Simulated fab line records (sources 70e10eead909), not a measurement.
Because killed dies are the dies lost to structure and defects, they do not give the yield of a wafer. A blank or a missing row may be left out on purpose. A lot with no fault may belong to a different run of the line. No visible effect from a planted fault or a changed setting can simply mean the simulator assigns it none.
Chamber matching | flow nand harc | NHARC_P_GATE_ALD_36 on ald sin-03: 4 sister chambers
The step deposits SiNx, target thk 20 nm, pulse time 60 s, ald cycles 223. 8 wafers are shown with their chamber, then 7 later ones without.

## EACH WAFER AND ITS CHAMBER
wafer  | chamber | heater power w (W) | heater power outer w (W)
L080.6 | 2       | 829                | 500
L081.1 | 1       | 824                | 551
L081.2 | 2       | 831                | 512
L085.4 | 0       | 802                | 441
L085.2 | 3       | 931                | 543
L085.5 | 0       | 819                | 449
L088.4 | 3       | 908                | 562
L088.3 | 1       | 827                | 580

## WAFERS WHOSE CHAMBER IS MISSING
wafer  | heater power w (W) | heater power outer w (W)
L088.5 | 957                | 547
L091.2 | 820                | 449
L091.1 | 851                | 563
L091.5 | 944                | 547
L094.1 | 829                | 569
L094.3 | 780                | 465
L094.6 | 856                | 561

## THE CHAMBER EACH PASSED THROUGH
wafer  | from the rows above     | in truth
L088.5 | 3                       | 3
L091.2 | 0                       | 0
L091.1 | 1                       | 1
L091.5 | 3                       | 3
L094.1 | 1                       | 1
L094.3 | 0                       | 0
L094.6 | can't be placed: 1 or 2 | 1
Correctly placed: 6 of 7. Cannot be placed on the basis of these rows: 1; the candidates contain the true chamber in 1. 0 placed wrongly.
How it was worked out, from the rows above alone: a wafer's distance from a chamber is the root of the sum, over the readings, of the square of ((its reading less the chamber's mean) divided by the reading's scatter). The wafer belongs to the nearest chamber; if the next one is less than 2 further off, it can't be placed. Each chamber's mean is taken over the wafers shown for it. The scatter: the root of (the sum of the squares of (reading less its chamber's mean) over the shown wafers, divided by (wafers less chambers)).
